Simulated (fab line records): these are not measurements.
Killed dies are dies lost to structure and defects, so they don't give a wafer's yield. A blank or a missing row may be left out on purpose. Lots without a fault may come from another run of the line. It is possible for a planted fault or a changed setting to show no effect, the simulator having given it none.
fab line records ; flow nand-harc
[record] lots = 11; wafers = 33; last-day = 25
route steps=1159 shown A_STAIRCASE@585 END@1159
lots that met no fault: taken from a fault-free run of the same line
start-h: start of the lot's first displayed wafer, in hours after the record's first day ; wait-h: how many hours have passed since the lot's step before this one ; " same as the row above ; L1.1+2: several wafers, shown together as one row ; - either no value or no given start ; * or withheld: withheld ; < > ~ a bound
route shown NAME@n: names a module that has steps shown in the file, with the first one's number in the route ; usual: the fault-free wafers' mean and standard deviation ; same: alike in all rows ; chamber/n: place in a boat ; sites: the reading at each site ; _std_site: standard deviation across them ; _edge_site: outer sites' mean less inner sites' ; radius-mm: how far each site lies from the wafer's centre ; mask NAME#n: copy n ; behind: the most recent tool/chamber to have shaped the wafer ; hold: reason for holding the lot/hours on hold/outcome of the hold ; device: the n, p or np transistor that did not switch ; end of line: the route-end tests of the same wafers ; for a step that has no rows: nothing shown but its recipe ; killed: at the first sort, the dies lost to defects and structure; wafer yield is something else ; map: dies across one wafer; x = killed, . = not, _ = none there
set.NAME: the run value of the setting; set.NAME@STEP: its run value at that earlier step ; model.NAME: the simulator's own value behind a step, which no gauge read
steps of the route over a sample of lots; a table a step, a row a wafer
services: from which hour (start-h, from the record's first day; less than 0 if before it) a tool's chamber was out of use, for how many hours, and why
[[steps]]
[step NHARC_A_STAIRCASE_TRIM_191]
[recipe] time-s = 211.2; o2-flow-sccm = 500; ar-flow-sccm = 0; bias-w = 0; chemistry = O2
[usual] drypump-motor-current-A = 5.7/0.46; oes-product-au = 1.004/0.017; rf-vpp-V = 57.7/0.91; run-length-s = 232.6/0.45; showerhead-plenum-p-Torr = 3.52/0.17; throttle-valve-pct = 17.038/0.0095
lot.wafer;tool;chamber;start-h;wait-h;drypump-motor-current-A;oes-product-au;rf-hours-counter-h;rf-vpp-V;run-length-s;showerhead-plenum-p-Torr;throttle-valve-pct
L292.2;rie-diel-11;1;-;-;5.2;0.976;18;58.1;233.5;3.34;17.036
L292.5;rie-diel-11;0;-;-;6.1;0.999;-;59.0;232.5;3.58;17.048
L292.4;rie-diel-11;1;-;-;5.2;0.984;-;57.9;233.9;3.33;17.037
L291.2;rie-diel-13;1;-;-;5.6;0.987;57;57.2;232.6;3.44;17.033
L291.4;rie-diel-13;2;-;-;5.4;1.018;55;58.8;232.9;3.69;17.034
L291.5;rie-diel-13;3;-;-;5.0;1.003;-;58.3;233.4;3.34;17.046
L294.4;rie-diel-13;1;-;-;5.6;0.986;63;56.9;232.8;3.44;17.033
L294.1;rie-diel-13;2;-;-;5.4;1.003;60;57.1;232.8;3.69;17.065
L294.6;rie-diel-13;0;-;-;5.2;1.045;-;56.9;233.4;3.27;17.029
L295.1;rie-diel-10;1;-;-;6.3;1.015;38;57.2;232.6;3.27;17.049
L295.3;rie-diel-10;3;-;-;6.0;1.003;39;57.8;232.6;3.62;17.049
L295.5;rie-diel-10;1;-;-;6.3;1.001;-;57.2;232.9;3.27;17.035
L305.4;rie-diel-13;1;-;-;5.6;0.992;10;57.6;232.4;3.43;17.043
L305.1;rie-diel-13;2;-;-;5.4;1.007;12;58.2;232.9;3.68;17.013
L305.2;rie-diel-13;3;-;-;5.0;1.019;12;56.3;232.9;3.33;17.032
L303.3;rie-diel-10;3;-;-;6.0;0.999;62;57.7;232.1;3.61;17.035
L303.1;rie-diel-10;1;-;-;6.3;1.000;60;58.0;232.4;3.26;17.034
L303.6;rie-diel-10;2;-;-;5.6;1.011;-;58.8;232.1;3.41;17.040
L304.3;rie-diel-11;2;-;-;6.5;0.992;25;57.7;232.4;3.57;17.037
L304.4;rie-diel-11;0;-;-;6.1;0.980;50;57.3;232.7;3.56;17.044
L304.5;rie-diel-11;1;-;-;5.2;0.969;-;57.5;233.5;3.32;17.033
L307.2;rie-diel-10;0;-;-;6.3;1.006;29;59.8;232.0;3.72;17.057
L307.4;rie-diel-10;1;-;-;6.3;0.996;63;57.7;232.4;3.26;17.019
L307.3;rie-diel-10;2;-;-;5.6;1.014;62;58.8;232.6;3.41;17.050
L311.2;rie-diel-10;2;-;-;5.6;1.020;2;56.8;232.2;3.41;17.041
L311.3;rie-diel-10;0;-;-;6.3;1.007;3;58.2;231.9;3.71;17.054
L311.4;rie-diel-10;1;-;-;6.3;1.018;3;57.4;232.7;3.80;17.041
L313.1;rie-diel-13;2;-;-;5.4;0.983;38;57.9;232.7;3.66;17.036
L313.3;rie-diel-13;3;-;-;5.0;1.016;36;55.9;232.9;3.32;17.034
L313.4;rie-diel-13;0;-;-;5.2;1.014;36;58.5;233.3;3.79;17.029
L314.4;rie-diel-10;2;-;-;5.6;1.023;11;56.1;232.4;3.40;17.017
L314.3;rie-diel-10;3;-;-;6.0;1.028;7;57.7;232.5;3.60;17.046
L314.6;rie-diel-10;3;-;-;6.0;1.032;-;57.6;232.4;3.60;17.055
[step NHARC_A_STAIRCASE_DESCUM_219]
[recipe] time-s = 3; o2-flow-sccm = 200; ar-flow-sccm = 0; bias-power-w = 0; chemistry = O2
[usual] drypump-motor-current-A = 5.8/0.48; oes-product-au = 1.001/0.015; rf-vpp-V = 57.7/0.88; showerhead-plenum-p-Torr = 1.88/0.079; throttle-valve-pct = 11.310/0.0094
lot.wafer;tool;chamber;start-h;wait-h;drypump-motor-current-A;oes-product-au;rf-hours-counter-h;rf-vpp-V;showerhead-plenum-p-Torr;throttle-valve-pct
L292.4;rie-diel-13;2;240.99;-;5.4;1.015;55;57.8;2.01;11.301
L292.2;rie-diel-13;3;240.99;-;5.0;1.011;50;57.0;1.81;11.317
L292.5;rie-diel-13;1;240.99;-;5.6;0.974;-;57.8;1.86;11.324
L291.2;rie-diel-13;1;242.60;-;5.6;0.985;59;58.8;1.86;11.306
L291.4;rie-diel-13;2;242.60;-;5.4;1.014;56;59.7;2.01;11.318
L291.5;rie-diel-13;3;242.60;-;5.0;1.000;-;56.0;1.80;11.310
L294.1;rie-diel-10;3;256.90;-;6.0;0.994;36;59.5;1.97;11.310
L294.4;rie-diel-10;2;256.90;-;5.6;1.002;-;57.9;1.86;11.306
L294.6;rie-diel-10;3;256.90;-;6.0;0.994;-;58.4;1.97;11.304
L295.3;rie-diel-11;2;266.43;-;6.5;0.995;4;57.0;1.94;11.315
L295.1;rie-diel-11;1;266.43;-;5.2;0.982;29;56.7;1.80;11.306
L295.5;rie-diel-11;3;266.43;-;5.9;1.006;-;56.8;1.89;11.304
L305.4;rie-diel-10;3;320.78;-;6.0;1.003;62;57.0;1.96;11.314
L305.1;rie-diel-10;0;320.78;-;6.3;0.991;27;58.6;2.02;11.301
L305.2;rie-diel-10;1;320.78;-;6.3;0.993;60;56.9;1.76;11.309
L303.1;rie-diel-11;0;323.90;-;6.1;1.001;50;57.0;1.93;11.304
L303.3;rie-diel-11;3;323.90;-;5.9;1.018;48;58.5;1.88;11.318
L303.6;rie-diel-11;0;323.90;-;6.1;1.001;-;56.6;1.93;11.318
L304.4;rie-diel-11;1;327.19;-;5.2;0.982;53;57.8;1.79;11.313
L304.3;rie-diel-11;2;327.19;-;6.5;1.000;26;56.6;1.93;11.314
L304.5;rie-diel-11;0;327.19;-;6.1;1.005;-;60.3;1.93;11.325
L307.3;rie-diel-10;2;334.00;-;5.6;1.002;62;58.4;1.85;11.324
L307.2;rie-diel-10;3;334.00;-;6.0;0.995;66;58.5;1.96;11.296
L307.4;rie-diel-10;0;334.00;-;6.2;0.987;30;59.4;2.02;11.313
L311.4;rie-diel-11;1;377.04;-;5.2;1.009;0;56.4;1.79;11.306
L311.3;rie-diel-11;2;377.04;-;6.5;1.004;0;58.7;1.93;11.328
L311.2;rie-diel-11;3;377.04;-;5.9;1.000;0;57.4;1.88;11.332
L313.4;rie-diel-11;2;384.87;-;6.5;0.992;4;57.3;1.93;11.316
L313.1;rie-diel-11;3;384.87;-;5.9;0.998;4;57.3;1.88;11.310
L313.3;rie-diel-11;0;384.87;-;6.1;0.988;3;58.2;1.92;11.308
L314.4;rie-diel-11;1;396.15;-;5.2;1.013;7;56.3;1.78;11.319
L314.3;rie-diel-11;2;396.15;-;6.5;0.996;9;56.5;1.93;11.301
L314.6;rie-diel-11;2;396.15;-;6.5;1.002;-;55.9;1.93;11.307
[step NHARC_A_STAIRCASE_TRIM_224]
[recipe] time-s = 211.2; o2-flow-sccm = 500; ar-flow-sccm = 0; bias-w = 0; chemistry = O2
[usual] drypump-motor-current-A = 5.8/0.47; oes-product-au = 1.000/0.015; rf-vpp-V = 57.8/0.92; run-length-s = 232.6/0.45; showerhead-plenum-p-Torr = 3.49/0.13; throttle-valve-pct = 17.038/0.009
lot.wafer;tool;chamber;start-h;wait-h;drypump-motor-current-A;oes-product-au;rf-hours-counter-h;rf-vpp-V;run-length-s;showerhead-plenum-p-Torr;throttle-valve-pct
L292.4;rie-diel-13;1;242.19;-;5.6;0.983;58;57.4;232.8;3.44;17.048
L292.2;rie-diel-13;2;242.19;-;5.4;1.016;56;59.2;232.8;3.69;17.032
L292.5;rie-diel-13;1;242.19;-;5.6;0.982;-;59.0;232.7;3.44;17.028
L291.4;rie-diel-13;0;243.40;-;5.3;1.041;58;56.6;232.9;3.27;17.032
L291.2;rie-diel-13;2;243.40;-;5.4;1.024;57;58.4;232.6;3.69;17.028
L291.5;rie-diel-13;3;243.40;-;5.0;1.009;-;57.7;233.0;3.34;17.041
L294.1;rie-diel-10;2;259.46;-;5.6;1.007;35;58.7;232.2;3.43;17.046
L294.4;rie-diel-10;1;259.46;-;6.3;1.010;-;57.7;232.8;3.27;17.051
L294.6;rie-diel-10;2;259.46;-;5.6;1.011;-;56.8;232.0;3.43;17.034
L295.3;rie-diel-11;0;266.99;-;6.1;0.992;29;56.5;232.9;3.57;17.041
L295.1;rie-diel-11;1;266.99;-;5.2;0.968;30;56.5;233.1;3.33;17.036
L295.5;rie-diel-11;0;266.99;-;6.1;1.005;-;59.6;232.7;3.57;17.018
L305.4;rie-diel-10;3;321.48;-;6.0;0.992;62;58.0;219.5;3.61;17.028
L305.1;rie-diel-10;0;321.48;-;6.3;0.995;27;58.6;219.0;3.72;17.043
L305.2;rie-diel-10;1;321.48;-;6.3;0.998;60;58.0;219.9;3.26;17.043
L303.3;rie-diel-11;2;324.52;-;6.5;0.995;25;57.1;232.0;3.57;17.033
L303.1;rie-diel-11;3;324.52;-;5.9;1.009;49;57.2;232.7;3.48;17.045
L303.6;rie-diel-11;2;324.52;-;6.5;0.998;-;59.1;232.6;3.57;17.037
L304.3;rie-diel-11;0;327.86;-;6.1;0.998;52;57.2;232.8;3.56;17.037
L304.4;rie-diel-11;1;327.86;-;5.2;0.975;53;57.3;233.2;3.32;17.044
L304.5;rie-diel-11;3;327.86;-;5.9;1.006;-;58.1;232.4;3.48;17.042
L307.3;rie-diel-10;2;334.62;-;5.6;1.005;63;56.6;219.5;3.41;17.032
L307.2;rie-diel-10;3;334.62;-;6.0;1.000;66;58.1;219.4;3.60;17.032
L307.4;rie-diel-10;0;334.62;-;6.3;0.991;-;58.5;219.4;3.72;17.031
L311.4;rie-diel-11;3;377.58;-;5.9;1.000;0;57.8;232.7;3.47;17.029
L311.2;rie-diel-11;1;377.58;-;5.2;1.017;1;57.5;233.1;3.31;17.042
L311.3;rie-diel-11;2;377.58;-;6.5;0.989;1;58.8;232.2;3.55;17.042
L313.4;rie-diel-11;3;385.43;-;5.9;0.989;4;57.7;232.3;3.47;17.039
L313.3;rie-diel-11;0;385.43;-;6.1;0.980;3;57.1;233.0;3.55;17.047
L313.1;rie-diel-11;1;385.43;-;5.2;1.014;3;58.1;233.5;3.31;17.053
L314.4;rie-diel-11;3;396.71;-;5.9;0.991;9;56.6;232.7;3.46;17.055
L314.3;rie-diel-11;0;396.71;-;6.1;0.997;7;56.7;233.0;3.54;17.040
L314.6;rie-diel-11;0;396.71;-;6.1;0.990;-;56.6;233.3;3.54;17.040
[step NHARC_A_STAIRCASE_TRIM_235]
[recipe] time-s = 211.2; o2-flow-sccm = 500; ar-flow-sccm = 0; bias-w = 0; chemistry = O2
[usual] drypump-motor-current-A = 5.8/0.49; oes-product-au = 0.999/0.016; rf-vpp-V = 57.7/0.97; run-length-s = 232.7/0.5; showerhead-plenum-p-Torr = 3.50/0.15; throttle-valve-pct = 17.036/0.0081
lot.wafer;tool;chamber;start-h;wait-h;drypump-motor-current-A;oes-product-au;rf-hours-counter-h;rf-vpp-V;run-length-s;showerhead-plenum-p-Torr;throttle-valve-pct
L292.2;rie-diel-13;0;-;-;5.3;1.042;59;57.5;232.9;3.27;17.045
L292.4;rie-diel-13;2;-;-;5.4;1.008;57;58.0;233.5;3.69;17.032
L292.5;rie-diel-13;0;-;-;5.3;1.034;-;57.0;232.9;3.27;17.034
L291.2;rie-diel-10;3;-;-;6.0;0.996;30;57.9;232.2;3.62;17.042
L291.5;rie-diel-10;1;-;-;6.3;1.001;-;56.4;232.8;3.27;17.041
L291.4;rie-diel-10;3;-;-;6.0;1.000;-;58.5;232.4;3.62;17.030
L294.4;rie-diel-11;3;-;-;5.9;1.000;28;58.1;232.4;3.49;17.022
L294.1;rie-diel-11;0;-;-;6.1;0.988;29;57.7;232.9;3.57;17.024
L294.6;rie-diel-11;0;-;-;6.0;0.984;-;57.6;232.8;3.57;17.036
L295.3;rie-diel-11;1;-;-;5.2;0.968;30;56.0;233.5;3.33;17.038
L295.1;rie-diel-11;2;-;-;6.5;0.992;5;58.8;231.9;3.58;17.042
L295.5;rie-diel-11;2;-;-;6.5;0.989;-;57.0;231.9;3.58;17.029
L305.1;rie-diel-11;1;-;-;5.2;0.981;51;58.6;233.2;3.32;17.029
L305.4;rie-diel-11;2;-;-;6.5;0.992;24;57.8;231.9;3.57;17.027
L305.2;rie-diel-11;0;-;-;6.1;1.001;50;57.1;232.6;3.56;17.051
L303.3;rie-diel-13;0;-;-;5.3;1.029;15;59.7;233.3;3.80;17.050
L303.1;rie-diel-13;1;-;-;5.6;0.993;14;58.7;232.6;3.43;17.048
L303.6;rie-diel-13;0;-;-;5.3;1.020;-;58.2;233.1;3.80;17.021
L304.3;rie-diel-13;3;-;-;5.0;1.011;16;58.4;233.3;3.33;17.039
L304.4;rie-diel-13;0;-;-;5.3;1.025;16;59.3;232.9;3.80;17.017
L304.5;rie-diel-13;0;-;-;5.3;1.021;-;58.3;232.8;3.80;17.018
L307.3;rie-diel-11;0;-;-;6.1;0.993;56;58.1;232.7;3.55;17.031
L307.2;rie-diel-11;1;-;-;5.2;0.977;57;57.0;233.4;3.31;17.053
L307.4;rie-diel-11;2;-;-;6.5;0.990;31;56.2;231.9;3.56;17.042
L311.4;rie-diel-11;1;-;-;5.2;1.017;2;57.6;233.1;3.31;17.046
L311.3;rie-diel-11;3;-;-;5.9;0.999;3;57.9;232.2;3.47;17.046
L311.2;rie-diel-11;0;-;-;6.0;0.994;2;57.5;232.8;3.55;17.026
L313.1;rie-diel-10;1;-;-;6.3;1.000;10;59.5;232.7;3.80;17.042
L313.3;rie-diel-10;3;-;-;6.0;1.018;5;58.8;232.3;3.60;17.040
L313.4;rie-diel-10;0;-;-;6.3;1.009;10;59.3;232.3;3.71;17.032
L314.4;rie-diel-11;3;-;-;5.9;0.997;10;56.6;232.6;3.46;17.036
L314.3;rie-diel-11;2;-;-;6.5;0.998;10;58.0;232.1;3.55;17.035
L314.6;rie-diel-11;0;-;-;6.1;0.990;-;58.4;232.6;3.54;17.044
[step NHARC_END_SORT_01]
[recipe] temp-c = 25
[usual] killed-at-array = 27/10; killed-at-other = 0.6/0.83; killed-at-periphery = 2.4/1.8; killed-dies = 30/10; killed-open = 3.3/1.7; killed-short = 1.8/1.4
[same] gross-dies = 677
lot.wafer;tool;chamber;start-h;wait-h;killed-at-array;killed-at-other;killed-at-periphery;killed-dies;killed-open;killed-short
L303.1;prober-01;0;529.91;2.5;45;1;5;51;4;3
L303.3;prober-01;0;531.49;3.1;45;1;1;47;3;2
L303.6;prober-01;0;533.85;3.9;41;0;5;46;2;1
// killed by level:class
L303.1 A_CHANNEL_HOLE_D1:chamber-film-flake=19 A_SLIT:chamber-film-flake=13 A_STAIRCASE:chamber-film-flake=5 P_GATE:chamber-film-flake=2 P_M0:geometric-particle:open=1 P_M1:geometric-particle:short=1 A_SOURCE_PLATE:geometric-particle:open=1 A_BLC:geometric-particle:open=1
L303.3 A_CHANNEL_HOLE_D1:chamber-film-flake=21 A_SLIT:chamber-film-flake=13 A_CONTACT:chamber-film-flake=3 A_WL_FILL:chamber-film-flake=2 P_CONTACT:geometric-particle:open=1 A_SOURCE_PLATE:geometric-particle:open=1 A_ONON_D1:geometric-particle:short=1 A_WL_FILL:geometric-particle:short=1
L303.6 A_CHANNEL_HOLE_D1:chamber-film-flake=17 A_SLIT:chamber-film-flake=15 A_CONTACT:chamber-film-flake=5 A_STAIRCASE:chamber-film-flake=2 P_STI:geometric-particle:short=1 P_CONTACT:geometric-particle:open=1 A_CONTACT:geometric-particle:open=1 P_ZERO_WELL:chamber-film-flake=1
[[services]]
tool;chamber;start-h;hours;kind
rie-diel-13;3;214.06;10.1;repair
rie-diel-11;0;223.21;-;clean
rie-diel-11;1;223.21;-;clean
rie-diel-11;2;223.21;-;clean
rie-diel-11;3;223.21;-;clean
rie-diel-11;-;237.80;0.4;repair
rie-diel-11;0;247.79;-;clean
rie-diel-11;1;247.79;-;clean
rie-diel-11;2;247.79;-;clean
rie-diel-11;3;247.79;-;clean
rie-diel-11;0;272.29;-;clean
rie-diel-11;1;272.29;-;clean
rie-diel-11;2;272.29;-;clean
rie-diel-11;3;272.29;-;clean
rie-diel-13;-;276.00;9.0;pm
rie-diel-11;0;296.81;-;clean
rie-diel-11;1;296.81;-;clean
rie-diel-11;2;296.81;-;clean
rie-diel-11;3;296.81;-;clean
rie-diel-11;0;321.31;-;clean
rie-diel-10;2;344.04;9.2;repair
rie-diel-10;-;353.50;9.0;pm
rie-diel-11;-;366.65;9.0;pm
rie-diel-10;3;373.61;6.9;repair
[[key]]
[first-sign] step = NHARC_A_STAIRCASE_TRIM_224; reading = run-length-s; direction = down; sigmas = 29; usual = *; struck = *
effect none on later readings
met-at NHARC_A_STAIRCASE_TRIM_224
struck-lots L305,L307
tester-left-out L305,L307
not-acting-at NHARC_A_STAIRCASE_TRIM_191,NHARC_A_STAIRCASE_DESCUM_219,NHARC_A_STAIRCASE_TRIM_235
onset-between 259.46 321.48
[fault] kind = process-parameter-drift; tool = rie-diel-10; chamber = -; onset-h = 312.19; steps = NHARC_A_STAIRCASE_TRIM_224; channel = time-s; offset = *; shape = step; end-h = 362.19; acts-in = *; stated = *
// tester-left-out: of these lots the tester's yield and bins aren't shown, on N5 and GAA mostly nor the transistor test; their killed dies are dies lost to structure and defects alone, not to doping, threshold or leakage, so they don't give the yield
